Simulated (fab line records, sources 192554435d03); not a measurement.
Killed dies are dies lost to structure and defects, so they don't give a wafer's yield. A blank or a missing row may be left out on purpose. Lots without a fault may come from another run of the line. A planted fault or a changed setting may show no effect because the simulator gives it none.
fab line records | flow n5_finfet
record lots=3 wafers=9 last_day=21
route steps=1938 shown BEOL_M9@1437 BEOL_M10@1470 BEOL_M15@1830 PASSIVATION@1936
lots that met no fault: from a run of the same line without faults
start_h: hours from the record's first day to the start of the lot's first wafer shown | wait_h: hours since the lot's step before | " the same as in the row above | L1.1+2: a row that stands for several wafers | - no value, or no start given | * or withheld: withheld | < > ~ a bound
route shown NAME@n: a module of which the file shows steps, and the number in the route of the first | usual: mean/standard deviation of fault-free wafers | same: alike in all rows | chamber/n: place in a boat | sites: the reading at each site | _std_site: their standard deviation | _edge_site: outer sites' mean less inner sites' | radius_mm: how far each site lies from the wafer's centre | mask NAME#n: copy n | behind: the tool/chamber that last shaped the wafer | hold: why the lot was held/for how many hours/how that ended | device: the transistor (n, p or np) that didn't switch | end of line: the same wafers' tests at the end of the route | a step without rows: its recipe alone | killed: dies lost to structure and defects at the first sort, not the wafer's yield | map: a wafer's dies, x killed, . not, _ none there
set.NAME: the setting as run; set.NAME@STEP: as run at that earlier step | model.NAME: the simulator's own value behind a step, which no gauge read
lots at some steps of the route; a table a step, a row a wafer
services: from which hour (start_h, from the record's first day; less than 0 if before it) a tool's chamber was out of use, for how many hours, and why
## steps
# step N5_BEOL_M9_DESCUM_33
# recipe chemistry=O2 time_s=7 source_power_w=50 bias_power_w=20 pressure_mtorr=20 rf_frequency_hz=2.712e+07 temp_c=40 resist=CAR-EUV o2_flow_sccm=225
# step N5_BEOL_M9_ETCH_76
# recipe chemistry=N2/H2 target=underlayer target_depth_a=65 mask_material=CAR-EUV time_s=5.2 ion_energy_ev=200 pressure_mtorr=30 source_w=840 bias_w=150 n2_flow_sccm=200 h2_flow_sccm=200 ends=cleared
# step N5_BEOL_M9_ETCH_65
# recipe chemistry=CF4 target=SiARC target_depth_a=156 mask_material=CAR-EUV time_s=26 ion_energy_ev=80 pressure_mtorr=40 source_w=545 bias_w=36 Ar_flow_sccm=100 cf4_flow_sccm=100 ends=cleared
# step N5_BEOL_M9_ETCH_66
# recipe chemistry=N2/H2 target=SOC target_depth_a=800 overetch_a=160 mask_material=SiARC temp_c=40 time_s=120 ion_energy_ev=200 pressure_mtorr=30 source_w=840 bias_w=150 n2_flow_sccm=200 h2_flow_sccm=200
# step N5_BEOL_M9_STRIP_69
# recipe chemistry=N2/H2 temp_c=40 n2_flow_sccm=200 h2_flow_sccm=200 rf_frequency_hz=6e+07
# step N5_BEOL_M9_STRIP_77
# recipe chemistry=N2/H2 temp_c=40 n2_flow_sccm=200 h2_flow_sccm=200 rf_frequency_hz=6e+07
# step N5_BEOL_M9_VIA_ETCH_34
# recipe chemistry=C4F6/O2 target=SiCOH_lowk target_depth_a=1824 mask_material=SOC taper_deg=4 time_s=68.4 ion_energy_ev=250 pressure_mtorr=30 source_w=345 bias_w=185 Ar_flow_sccm=300 C4F6_flow_sccm=10 O2_flow_sccm=10
# step N5_BEOL_M9_STRIP_73
# recipe chemistry=C4F6/O2 resist=SiARC rf_frequency_hz=6e+07
# step N5_BEOL_M9_STRIP_36
# recipe chemistry=N2/H2 power_w=450 temp_c=40 pressure_mtorr=20 rf_frequency_hz=6e+07 overash_fraction=0.3 bias_power_w=7 h2_frac=0.5 n2_flow_sccm=200 h2_flow_sccm=200
# step N5_BEOL_M9_TRENCH_ETCH_37
# recipe chemistry=C4F6/O2 target_depth_a=1514.3 target=SiCOH_lowk time_s=49 ion_energy_ev=250 pressure_mtorr=30 source_w=345 bias_w=185 Ar_flow_sccm=300 C4F6_flow_sccm=10 O2_flow_sccm=10
# usual C4F6_flow_sccm=9.995/0.029 O2_flow_sccm=10.005/0.028 bias_w=184.9/0.53 drypump_motor_current_A=5.6/0.49 mfc_ar_sccm=299.9/0.93 oes_ar_750_au=0.79/0.079 oes_product_au=0.79/0.084 rf_vpp_V=679/19 showerhead_plenum_p_Torr=2.86/0.11 throttle_valve_pct=20.92/0.21
# columns lot.wafer tool chamber start_h wait_h C4F6_flow_sccm O2_flow_sccm bias_w drypump_motor_current_A mfc_ar_sccm oes_ar_750_au oes_product_au rf_hours_counter_h rf_vpp_V showerhead_plenum_p_Torr throttle_valve_pct model.BEOL_M9.feature_depth_nm model.etch.depth_nm model.TiN_of_BEOL_M9_HM_DEP_02.thk_nm
L337.1 rie_diel-02 0 323.88 - 10.006 9.962 184.8 4.8 301.3 0.91 0.91 19 690 3.00 21.05 153 153 15.8
L337.3 " 3 " " 10.046 10.022 184.8 5.7 299.2 0.77 0.79 119 716 2.72 21.11 148 147.9 15.4
L337.6 " 0 " " 10.009 9.973 184.4 4.8 299.6 0.92 0.92 - 689 3.00 21.05 154.6 154.5 15.2
L342.1 rie_diel-02 1 384.07 - 10.050 9.946 185.1 6.4 299.1 0.74 1.00 140 694 2.96 20.94 225.2 225.2 13.6
L342.5 " 1 " " 9.993 9.987 184.9 6.4 299.9 0.75 0.75 - 691 2.96 20.84 145.4 145.3 15.8
L342.6 " 2 " " 9.957 9.980 184.8 5.0 299.8 0.88 0.90 - 659 2.89 20.57 149.2 149.2 15.8
L350.1 rie_diel-05 2 434.84 - 10.034 9.976 185.3 6.1 301.4 0.72 0.72 203 656 2.96 21.02 149.4 149.4 15.8
L350.4 " 0 " " 9.977 10.002 184.8 5.0 298.7 0.66 0.67 248 691 2.68 21.10 149 149 15.6
L350.5 " 0 " " 10.029 9.961 185.2 5.0 299.2 0.66 0.67 - 690 2.68 21.08 147.2 147.2 15.6
# step N5_BEOL_M9_ETCH_41
# recipe chemistry=CH3F/O2 target=SiCN target_depth_a=366 taper_deg=2 time_s=70.1 ion_energy_ev=120 mask_material=TiN pressure_mtorr=30 source_w=395 bias_w=75 Ar_flow_sccm=150 CH3F_flow_sccm=30 O2_flow_sccm=20
# step N5_BEOL_M9_STRIP_80
# recipe chemistry=N2/H2 time_s=10 power_w=450 temp_c=40 pressure_mtorr=20 rf_frequency_hz=6e+07 bias_power_w=7 n2_flow_sccm=200 h2_flow_sccm=200
# step N5_BEOL_M9_OCD_MEAS_38
# usual trench_depth_nm=149/3.5
# columns lot.wafer tool chamber start_h wait_h trench_depth_nm
L337.1 ocd-02 - 324.05 - 154
L337.3 " - " " 147
L337.6 " - " " 155
L342.1 ocd-01 - 384.24 - 225
L342.5 " - " " 146
L342.6 " - " " 149
L350.1 ocd-01 - 435.01 - 149
L350.4 " - " " 150
L350.5 " - " " 147
# step N5_BEOL_M9_HM_STRIP_39
# recipe chemistry=peroxide_tin_strip material=TiN target_depth_a=250 temp_c=50 time_s=158
# step N5_BEOL_M9_SRD_40
# recipe time_s=30 temp_c=23 rinse_liquid=diw dry=ipa_marangoni
# step N5_BEOL_M9_PRECLEAN_42
# recipe chemistry=residue_remover time_s=60 temp_c=40
# step N5_BEOL_M9_SRD_43
# recipe time_s=30 temp_c=23 rinse_liquid=diw dry=ipa_marangoni
# step N5_BEOL_M9_CURE_72
# recipe temp_c=370 time_s=120 ambient=DMADMS/He material=SiCOH_lowk
# step N5_BEOL_M9_DEGAS_44
# recipe ambient=vacuum temp_c=250 time_s=60
# step N5_BEOL_M9_PRE_CLEAN_45
# recipe gas=H2/He time_s=30 temp_c=250
# step N5_BEOL_M9_ALD_74
# recipe material=TaN target_thk_a=20 temp_c=275 ald_precursor_family=PDMAT ald_co_reactant=NH3 pressure_torr=3 carrier_flow_sccm=1500 pulse_time_s=2 purge_time_s=3 co_reactant_purge_time_s=2 co_reactant_pulse_time_s=3 ald_cycles=40 precursor_vessel_temp_c=75 precursor_vessel_pressure_torr=26.25 precursor_vessel_carrier_sccm=1000
# step N5_BEOL_M9_SURFACE_TREAT_79
# recipe gas=Ar time_s=* ion_energy_ev=* ion_current_ma_cm2=0.5 pressure_mtorr=* ar_flow_sccm=30
# step N5_BEOL_M9_CVD_78
# recipe material=Co target_thk_a=20 temp_c=withheld precursor=CCTBA/H2 pressure_torr=30 time_s=138.9
# step N5_BEOL_M9_SPUTTER_48
# recipe material=Cu target_thk_a=120 temp_c=-20 bias_v=60 power_w=26000 chamber_pressure_pa=0.13 time_s=2
# step N5_BEOL_M9_ECD_50
# recipe material=Cu target_thk_a=3180
# step N5_BEOL_M9_ANNEAL_51
# recipe temp_c=225 time_s=90 ambient=N2
# step N5_BEOL_M9_CMP_52
# recipe stop_on=SiCOH_lowk t_overpolish_s=7 down_force_psi=1 platen_rpm=50 clearing_platen_down_force_psi=1.5 clearing_platen_rpm=50 post_cmp_clean=cu_alkaline target_thk_nm=140 clearing_platen_pad_velocity_m_s=0.99484 pad_velocity_m_s=0.99484
# usual head_pressure_psi=1.0003/0.0022 motor_current_A=6.0/0.5
# columns lot.wafer tool chamber start_h wait_h head_pressure_psi motor_current_A model.Cu_of_BEOL_M9_ECD_50.thk_nm
L337.3 cmp-01 1 325.96 0.2 0.9994 5.7 138
L337.1 " 2 " " 1.0021 5.9 141
L337.6 " 1 " " 1.0023 5.0 143.2
L342.1 cmp-03 1 388.61 0.3 1.0011 6.2 214.6
L342.6 " 0 " " 1.0025 6.4 136.2
L342.5 " 1 " " 0.9996 6.3 133.8
L350.4 cmp-04 1 437.44 0.2 0.9989 5.7 139.2
L350.1 " 2 " " 0.9996 6.4 138.4
L350.5 " 1 " " 1.0005 6.0 137.8
# step N5_BEOL_M9_THK_MEAS_53
# recipe thk_meas_gauge=xrf reads=Cu_of_BEOL_M9_ECD_50
# usual M9_THK=139/3.8
# columns lot.wafer tool chamber start_h wait_h M9_THK[nm]
L337.1 film_metro-02 - 326.25 - 142
L337.3 " - " " 139
L337.6 " - " " 145
L342.1 film_metro-02 - 388.87 - 216
L342.5 " - " " 134
L342.6 " - " " 137
L350.1 film_metro-02 - 437.71 0.2 139
L350.4 " - " " 140
L350.5 " - " " 139
# step N5_BEOL_M9_PRE_CLEAN_55
# recipe gas=NH3 time_s=15 temp_c=withheld rf_power_w=300
# step N5_BEOL_M9_DEP_56
# recipe material=SiCN target_thk_a=150 temp_c=withheld precursor=3MS/NH3 pressure_torr=3 rf_w=202 time_s=26.5
# step N5_BEOL_M9_RS_MEAS_57
# recipe thk_meas_gauge=four-point-probe reads=Cu_of_BEOL_M9_ECD_50+Co_of_BEOL_M9_CVD_78+TaN_of_BEOL_M9_ALD_74
# usual M9_RS=0.153/0.0044
# columns lot.wafer tool chamber start_h wait_h M9_RS[ohm/sq]
L337.1 film_metro-02 - 326.39 0.1 0.150
L337.3 " - " " 0.154
L337.6 " - " " 0.147
L342.1 film_metro-01 - 389.00 0.1 0.095
L342.5 " - " " 0.158
L342.6 " - " " 0.155
L350.1 film_metro-01 - 437.85 0.1 0.152
L350.4 " - " " 0.152
L350.5 " - " " 0.153
# step N5_BEOL_M10_ILD_DEP_00
# recipe material=SiCOH_lowk target_thk_a=3085.1 temp_c=300 precursor=DEMS/porogen pressure_torr=5 rf_w=500 time_s=58
# step N5_BEOL_M10_CURE_71
# recipe temp_c=385 time_s=240 ambient=He/Ar material=SiCOH_lowk
# step N5_BEOL_M10_PECVD_70
# recipe material=SiO2 target_thk_a=200 temp_c=400 precursor=TEOS/O2 pressure_torr=5.5 rf_w=450 teos_flow_sccm=53.8 gas=O2 flow_sccm=3000 time_s=22.7
# step N5_BEOL_M10_HM_DEP_02
# recipe material=TiN target_thk_a=200 temp_c=25 chamber_pressure_pa=0.49996
# step N5_BEOL_M10_COAT_59
# recipe resist=SOC temp_c=250 time_s=60 spin_rpm=1500 resist_thk_nm=100
# step N5_BEOL_M15_RC_MEAS_101
# usual COMB_M10=1.46e-11/2.8e-12 COMB_M11=1.41e-11/2.9e-12 COMB_M12=6.6e-12/1.2e-12 COMB_M13=5.1e-12/1e-12 COMB_M14=3.7e-12/7.5e-13 COMB_M14_max_site=5.3e-12/1.2e-12 COMB_M15=2.9e-12/4.6e-13 COMB_M5=3.6e-11/7.5e-12 COMB_M6=2.5e-11/4.9e-12 COMB_M7=2.6e-11/5.6e-12 COMB_M8=2.5e-11/4.8e-12 SERP_M10=3.12/0.12 SERP_M10_max_site=3.21/0.12 SERP_M11=3.11/0.1 SERP_M12=0.631/0.024 SERP_M13=0.313/0.0096 SERP_M14=0.160/0.0072 SERP_M5=39.0/2.3 SERP_M6=14.0/0.8 SERP_M7=14.0/0.7 SERP_M8=14.3/0.79 SERP_M8_max_site=14.9/0.86 SERP_M9=3.12/0.11 SERP_M9_max_site=3.21/0.12
# columns lot.wafer tool chamber start_h wait_h COMB_M10[S/m] COMB_M11[S/m] COMB_M12[S/m] COMB_M13[S/m] COMB_M14[S/m] COMB_M14_max_site[S/m] COMB_M15[S/m] COMB_M5[S/m] COMB_M6[S/m] COMB_M7[S/m] COMB_M8[S/m] SERP_M10[ohm/um] SERP_M10_max_site[ohm/um] SERP_M11[ohm/um] SERP_M12[ohm/um] SERP_M13[ohm/um] SERP_M14[ohm/um] SERP_M5[ohm/um] SERP_M6[ohm/um] SERP_M7[ohm/um] SERP_M8[ohm/um] SERP_M8_max_site[ohm/um] SERP_M9[ohm/um] SERP_M9_max_site[ohm/um]
L337.1 prober-02 0 379.10 0.0 1.18e-11 1.2e-11 7.7e-12 6e-12 3.6e-12 4.2e-12 3.5e-12 3.7e-11 3.1e-11 2.8e-11 2.3e-11 3.21 3.32 3.17 0.621 0.301 0.157 37.8 14.5 15.0 14.5 15.0 3.08 3.16
L337.3 " 0 " " 1.12e-11 1.34e-11 8e-12 6.2e-12 4.1e-12 5.8e-12 2.7e-12 3.4e-11 3.2e-11 3.4e-11 2.1e-11 3.19 3.26 3.26 0.638 0.315 0.162 46.0 14.7 15.5 15.3 15.7 3.15 3.26
L337.6 " 0 " " 1.14e-11 1.89e-11 5e-12 4.7e-12 3.3e-12 5.3e-12 3e-12 2.3e-11 2.9e-11 2.5e-11 2.1e-11 3.42 3.49 3.10 0.650 0.309 0.160 36.1 13.9 14.4 14.5 15.5 2.99 3.04
L342.1 prober-02 0 435.92 0.0 1.24e-11 1.68e-11 4.6e-12 5.2e-12 4.1e-12 6.2e-12 2e-12 3.4e-11 2.2e-11 2.4e-11 2e-11 3.14 3.20 3.20 0.646 0.300 0.163 43.8 15.0 14.9 15.2 15.8 1.91 1.97
L342.5 " 0 " " 1.08e-11 2.17e-11 5.1e-12 6e-12 4e-12 4.8e-12 2.2e-12 3.7e-11 3.1e-11 2.4e-11 2.3e-11 3.15 3.19 3.25 0.639 0.298 0.163 42.3 15.1 13.6 14.8 15.4 3.18 3.31
L342.6 " 0 " " 1.35e-11 1.72e-11 6.1e-12 5.4e-12 3e-12 4.1e-12 2.6e-12 3.5e-11 2.8e-11 2.7e-11 3.3e-11 2.99 3.03 3.03 0.660 0.316 0.145 39.0 13.9 13.0 15.3 15.8 3.22 3.31
L350.1 prober-02 0 479.97 0.0 1.5e-11 1.71e-11 6.1e-12 4.1e-12 4e-12 5.1e-12 2.3e-12 5.8e-11 2e-11 2.6e-11 2.5e-11 3.05 3.12 3.13 0.649 0.327 0.155 37.2 13.2 12.9 13.7 14.3 3.21 3.29
L350.4 " 0 " " 1.28e-11 9e-12 7.3e-12 4.1e-12 3.5e-12 4.2e-12 2.6e-12 4.6e-11 1.6e-11 2.7e-11 2.5e-11 3.20 3.31 3.19 0.654 0.298 0.170 36.4 12.2 15.7 13.5 14.1 3.15 3.32
L350.5 " 0 " " 1.32e-11 1.18e-11 5.9e-12 5.9e-12 3.1e-12 5.2e-12 2.7e-12 3.5e-11 2.2e-11 2.3e-11 2.5e-11 3.27 3.41 3.07 0.652 0.325 0.160 40.5 13.4 14.1 14.8 16.1 3.14 3.17
# sites SERP_M9 radius_mm=0,75,75,75,75,140,140,140,140
L337.1 3.07 3.10 3.08 3.12 3.16 3.03 3.08 3.03 3.07
L342.1 1.95 1.95 1.91 1.97 1.94 1.90 1.83 1.87 1.91
L350.1 3.21 3.23 3.29 3.19 3.26 3.14 3.23 3.12 3.18
# step N5_PASSIVATION_PROBE_49
# usual defect_limited_yield=90.9/1.6 killed_at_M0_to_M3=37/11 killed_at_M4_up=15/5.6 killed_at_contacts=13/6.4 killed_at_front_end=39/11 killed_at_other=4/3.1 killed_dies=107/19 killed_open=71/14 killed_short=34/7.8 sort_bin_5_function=5.3/1 sort_bin_6_memory=3.4/0.72 sort_bin_8_speed=0.0/0.42 sort_n_pass=1072/20 sort_yield_pct=90.9/1.7
# same gross_dies=1180 killed_at_back_side=0 sort_bin_4_leakage[%]=0
# columns lot.wafer tool chamber start_h wait_h defect_limited_yield[%] killed_at_M0_to_M3 killed_at_M4_up killed_at_contacts killed_at_front_end killed_at_other killed_dies killed_open killed_short sort_bin_5_function[%] sort_bin_6_memory[%] sort_bin_8_speed[%] sort_n_pass sort_yield_pct[%]
L342.1 prober-01 - 450.55 0.0 86.3 56 30 18 57 1 162 104 52 7.2 5.7 0.1 1018 86.3
L342.5 prober-01 - 450.75 0.2 89.2 43 15 14 52 3 127 80 44 6.8 3.4 0 1053 89.2
L342.6 prober-01 - 450.80 0.3 90.1 31 15 20 51 0 117 76 40 6.3 3.3 0 1063 90.1
L350.1 prober-02 - 494.83 0.0 89.4 40 19 17 44 5 125 94 31 6.4 3.7 0 1055 89.4
L350.4 prober-02 - 494.98 0.2 89.9 28 15 21 54 1 119 90 27 5.8 4.1 0 1061 89.9
L350.5 prober-02 - 495.03 0.2 88.2 37 26 24 50 2 139 92 46 7.3 4.0 0 1041 88.2
# killed by level:class
L342.1 STI_FIN_REVEAL:geometric_particle:open=21 BEOL_M0_SAQP:geometric_particle:open=21 BEOL_M4:geometric_particle:open=16 BEOL_M0_SAQP:geometric_particle:short=15 MOL_CONTACT_COAG:geometric_particle:open=11 FIN_SAQP:geometric_particle:open=8 STI_FIN_REVEAL:geometric_particle:short=7 MOL_CONTACT_COAG:geometric_particle:short=6
L342.5 MOL_CONTACT_COAG:geometric_particle:open=12 STI_FIN_REVEAL:geometric_particle:open=11 BEOL_M0_SAQP:geometric_particle:short=10 GATE_CUT:geometric_particle:short=9 BEOL_M3:geometric_particle:open=9 GATE_CUT:geometric_particle:open=8 BEOL_M4:geometric_particle:open=8 BEOL_M0_SAQP:geometric_particle:open=7
L342.6 MOL_CONTACT_COAG:geometric_particle:open=17 STI_FIN_REVEAL:geometric_particle:open=12 FIN_SAQP:geometric_particle:short=10 BEOL_M0_SAQP:geometric_particle:short=10 FIN_SAQP:geometric_particle:open=9 BEOL_M4:geometric_particle:open=8 BEOL_M0_SAQP:geometric_particle:open=7 BEOL_M2:geometric_particle:open=5
L350.1 STI_FIN_REVEAL:geometric_particle:open=16 MOL_CONTACT_COAG:geometric_particle:open=14 BEOL_M0_SAQP:geometric_particle:open=11 BEOL_M4:geometric_particle:open=11 BEOL_M0_SAQP:geometric_particle:short=8 DUMMY_GATE:geometric_particle:open=7 BEOL_M2:geometric_particle:open=7 FIN_SAQP:geometric_particle:open=6
L350.4 MOL_CONTACT_COAG:geometric_particle:open=20 FIN_SAQP:geometric_particle:open=18 DUMMY_GATE:geometric_particle:open=9 BEOL_M4:geometric_particle:open=9 FIN_SAQP:geometric_particle:short=7 STI_FIN_REVEAL:geometric_particle:open=7 STI_FIN_REVEAL:geometric_particle:short=5 BEOL_M0_SAQP:geometric_particle:open=5
L350.5 MOL_CONTACT_COAG:geometric_particle:open=18 FIN_SAQP:geometric_particle:short=11 STI_FIN_REVEAL:geometric_particle:open=11 BEOL_M4:geometric_particle:open=8 BEOL_M0_SAQP:geometric_particle:short=7 BEOL_M0_SAQP:geometric_particle:open=7 BEOL_M3:geometric_particle:open=7 FIN_SAQP:geometric_particle:open=6
## services
# columns tool chamber start_h hours kind
cmp-01 - 307.26 7.8 pm
cmp-04 - 308.45 1.2 repair
rie_diel-02 2 317.30 - clean
rie_diel-02 2 317.30 - consumable_replace:focus_ring
rie_diel-02 2 317.30 12.3 scheduled_down
rie_diel-02 2 317.30 12.3 vent_cycle
cmp-04 - 319.52 8.4 repair
rie_diel-05 0 344.40 2.8 repair
cmp-03 - 345.46 2.0 repair
rie_diel-05 1 347.18 - clean
rie_diel-05 1 347.18 - consumable_replace:esc
rie_diel-05 1 347.18 - consumable_replace:focus_ring
rie_diel-05 1 347.18 37.7 scheduled_down
rie_diel-05 1 347.18 37.7 vent_cycle
cmp-03 - 351.98 2.6 repair
rie_diel-02 1 367.74 5.0 repair
cmp-04 - 381.92 4.0 pm
cmp-04 - 385.92 - consumable_replace:conditioner
cmp-04 - 385.92 - consumable_replace:pad
cmp-04 - 396.87 3.4 repair
rie_diel-02 2 417.51 2.8 repair
cmp-01 - 436.24 3.6 repair
## key
first_sign step=N5_BEOL_M9_OCD_MEAS_38 reading=trench_depth_nm direction=up sigmas=22 usual=149 struck=225
effect step=N5_BEOL_M9_THK_MEAS_53 reading=M9_THK direction=up sigmas=20 usual=139 struck=216
effect step=N5_BEOL_M9_RS_MEAS_57 reading=M9_RS direction=down sigmas=13 usual=0.153 struck=0.095
effect step=N5_BEOL_M15_RC_MEAS_101 reading=SERP_M9 direction=down sigmas=11 usual=3.12 struck=1.91
model_effect step=N5_BEOL_M9_TRENCH_ETCH_37 value=BEOL_M9.feature_depth_nm without=145.4 struck=225.2
model_effect step=N5_BEOL_M9_CMP_52 value=Cu_of_BEOL_M9_ECD_50.thk_nm without=135 struck=214.6
met_at N5_BEOL_M9_TRENCH_ETCH_37
struck_wafers L342.1
onset_between 323.88 384.07
fault kind=process_parameter_drift tool=rie_diel-02 chamber=- onset_h=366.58 steps=N5_BEOL_M9_TRENCH_ETCH_37 channel=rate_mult offset=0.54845 shape=step end_h=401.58 scope=struck_wafers_only
